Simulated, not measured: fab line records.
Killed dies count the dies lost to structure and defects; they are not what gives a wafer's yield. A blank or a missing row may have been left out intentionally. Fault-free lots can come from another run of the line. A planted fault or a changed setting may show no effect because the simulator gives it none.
Split-lot study / flow n5 finfet / 21 wafers read from 7 lots, route of 1938 steps

## SPLIT DETAILS
At N5_BEOL_M0_CUTY_DESCUM_61 (chemistry O2, time 7.9 s), the setting time s was moved away from the recipe's 7.9 s on 5 of the 21 wafers read, by -19.3% to -13.3%. The other wafers ran this setting at the recipe's value.

The split's own step is where the reading is taken.

## THE READING
CAR-ArF-block_of_BEOL_M0_CUTY_COAT_51.thk nm (the simulator's own value, which no gauge read), in nm, at N5_BEOL_M0_CUTY_DESCUM_61 (chemistry O2, time 7.9 s). No usual value for it is given in the file. Here, 16 wafers ran the recipe; their average is 143.4 nm with a standard deviation of 0.44 nm.

wafer=L080.1; tool, chamber at the split=rie diel-03, 3; time s as run, s=7.9; against the recipe=recipe; CAR-ArF-block_of_BEOL_M0_CUTY_COAT_51.thk nm, nm=142.8; against lot-mates on the recipe=-
wafer=L080.2; tool, chamber at the split=rie diel-03, 1,2; time s as run, s=6.375; against the recipe=-19.3%; CAR-ArF-block_of_BEOL_M0_CUTY_COAT_51.thk nm, nm=144.2; against lot-mates on the recipe=+1.4
wafer=L080.5; tool, chamber at the split=rie diel-03, 1,2; time s as run, s=6.375; against the recipe=-19.3%; CAR-ArF-block_of_BEOL_M0_CUTY_COAT_51.thk nm, nm=144.2; against lot-mates on the recipe=+1.4
wafer=L081.1; tool, chamber at the split=rie diel-04, 2; time s as run, s=7.9; against the recipe=recipe; CAR-ArF-block_of_BEOL_M0_CUTY_COAT_51.thk nm, nm=143.2; against lot-mates on the recipe=-
wafer=L081.3; tool, chamber at the split=rie diel-04, 0; time s as run, s=6.848; against the recipe=-13.3%; CAR-ArF-block_of_BEOL_M0_CUTY_COAT_51.thk nm, nm=144; against lot-mates on the recipe=+0.9
wafer=L081.4; tool, chamber at the split=rie diel-04, 3; time s as run, s=7.9; against the recipe=recipe; CAR-ArF-block_of_BEOL_M0_CUTY_COAT_51.thk nm, nm=143; against lot-mates on the recipe=-
wafer=L090.1; tool, chamber at the split=rie diel-03, 1; time s as run, s=7.9; against the recipe=recipe; CAR-ArF-block_of_BEOL_M0_CUTY_COAT_51.thk nm, nm=143.4; against lot-mates on the recipe=-
wafer=L090.5; tool, chamber at the split=rie diel-03, 0; time s as run, s=7.9; against the recipe=recipe; CAR-ArF-block_of_BEOL_M0_CUTY_COAT_51.thk nm, nm=143.2; against lot-mates on the recipe=-
wafer=L090.6; tool, chamber at the split=rie diel-03, 3; time s as run, s=7.9; against the recipe=recipe; CAR-ArF-block_of_BEOL_M0_CUTY_COAT_51.thk nm, nm=143; against lot-mates on the recipe=-
wafer=L091.2; tool, chamber at the split=rie diel-03, 1,1,0; time s as run, s=7.9; against the recipe=recipe; CAR-ArF-block_of_BEOL_M0_CUTY_COAT_51.thk nm, nm=144; against lot-mates on the recipe=-
wafer=L091.5; tool, chamber at the split=rie diel-03, 1,1,0; time s as run, s=7.9; against the recipe=recipe; CAR-ArF-block_of_BEOL_M0_CUTY_COAT_51.thk nm, nm=144; against lot-mates on the recipe=-
wafer=L091.6; tool, chamber at the split=rie diel-03, 1,1,0; time s as run, s=7.9; against the recipe=recipe; CAR-ArF-block_of_BEOL_M0_CUTY_COAT_51.thk nm, nm=144; against lot-mates on the recipe=-
wafer=L093.2; tool, chamber at the split=rie diel-03, 1; time s as run, s=6.428; against the recipe=-18.6%; CAR-ArF-block_of_BEOL_M0_CUTY_COAT_51.thk nm, nm=144.6; against lot-mates on the recipe=+0.6
wafer=L093.5; tool, chamber at the split=rie diel-03, 3,0; time s as run, s=7.9; against the recipe=recipe; CAR-ArF-block_of_BEOL_M0_CUTY_COAT_51.thk nm, nm=144; against lot-mates on the recipe=-
wafer=L093.6; tool, chamber at the split=rie diel-03, 3,0; time s as run, s=7.9; against the recipe=recipe; CAR-ArF-block_of_BEOL_M0_CUTY_COAT_51.thk nm, nm=144; against lot-mates on the recipe=-
wafer=L097.2; tool, chamber at the split=rie diel-01, 1; time s as run, s=6.819; against the recipe=-13.7%; CAR-ArF-block_of_BEOL_M0_CUTY_COAT_51.thk nm, nm=144.4; against lot-mates on the recipe=+0.9
wafer=L097.4; tool, chamber at the split=rie diel-01, 3; time s as run, s=7.9; against the recipe=recipe; CAR-ArF-block_of_BEOL_M0_CUTY_COAT_51.thk nm, nm=143.4; against lot-mates on the recipe=-
wafer=L097.6; tool, chamber at the split=rie diel-01, 3; time s as run, s=7.9; against the recipe=recipe; CAR-ArF-block_of_BEOL_M0_CUTY_COAT_51.thk nm, nm=143.6; against lot-mates on the recipe=-
wafer=L096.1; tool, chamber at the split=rie diel-01, 0,3; time s as run, s=7.9; against the recipe=recipe; CAR-ArF-block_of_BEOL_M0_CUTY_COAT_51.thk nm, nm=143.2; against lot-mates on the recipe=-
wafer=L096.3; tool, chamber at the split=rie diel-01, 0,3; time s as run, s=7.9; against the recipe=recipe; CAR-ArF-block_of_BEOL_M0_CUTY_COAT_51.thk nm, nm=143.2; against lot-mates on the recipe=-
wafer=L096.2; tool, chamber at the split=rie diel-01, 2; time s as run, s=7.9; against the recipe=recipe; CAR-ArF-block_of_BEOL_M0_CUTY_COAT_51.thk nm, nm=142.8; against lot-mates on the recipe=-
When a row names more than one chamber, that row covers several wafers, and the file does not tell which wafer ran in which chamber.

THE FIT
A straight line over all 21 wafers: CAR-ArF-block_of_BEOL_M0_CUTY_COAT_51.thk nm changes by -0.0497 nm for each +1% of time s; r = -0.68; the points scatter about the line by 0.41 nm.
The same after taking each lot's own level away (the mean of its wafers on the recipe; 21 wafers): -0.0614 nm for each +1%; r = -0.93; scatter 0.18 nm.
According to that fit, moving time s by its largest amount changes the reading by 1.2 nm.
The span of the lots' own levels, 142.80 to 144.00 nm, comes to 2.8 times the standard deviation stated above.
So the lot-to-lot level blurs the effect unless lot-mates are compared.
Check: for one of the wafers moved furthest among these (-19.3%), held out of the fit, the line's prediction against its lot-mates is +1.11 nm. Against them it came out at +1.4 nm.

## FURTHER SPLITS ON THESE WAFERS
These wafers also went through other splits before the reading. Each is held against what the fit with the lots' levels taken away leaves over:
other split on the same wafers=N5_HKMG_FIN_ETCH_32 bias w; wafers away from the commonest value=8; r with CAR-ArF-block_of_BEOL_M0_CUTY_COAT_51.thk nm (lot level and that fit taken away)=+0.05
other split on the same wafers=N5_GATE_CUT_ETCH_37 bias w; wafers away from the commonest value=9; r with CAR-ArF-block_of_BEOL_M0_CUTY_COAT_51.thk nm (lot level and that fit taken away)=-0.06
other split on the same wafers=N5_MOL_CONTACT_COAG_EXPOSE_81 dose mj; wafers away from the commonest value=6; r with CAR-ArF-block_of_BEOL_M0_CUTY_COAT_51.thk nm (lot level and that fit taken away)=+0.37
other split on the same wafers=N5_MOL_CONTACT_COAG_ETCH_91 source w; wafers away from the commonest value=6; r with CAR-ArF-block_of_BEOL_M0_CUTY_COAT_51.thk nm (lot level and that fit taken away)=-0.10
other split on the same wafers=N5_MOL_CONTACT_COAG_COAT_63 spin rpm; wafers away from the commonest value=6; r with CAR-ArF-block_of_BEOL_M0_CUTY_COAT_51.thk nm (lot level and that fit taken away)=-0.50
other split on the same wafers=N5_MOL_CONTACT_COAG_EXPOSE_37 dose mj; wafers away from the commonest value=7; r with CAR-ArF-block_of_BEOL_M0_CUTY_COAT_51.thk nm (lot level and that fit taken away)=+0.21

## THE FILE'S OWN FIT
CAR-ArF-block_of_BEOL_M0_CUTY_COAT_51.thk nm changes by -0.0576 nm for each +1% of time s, r = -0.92.
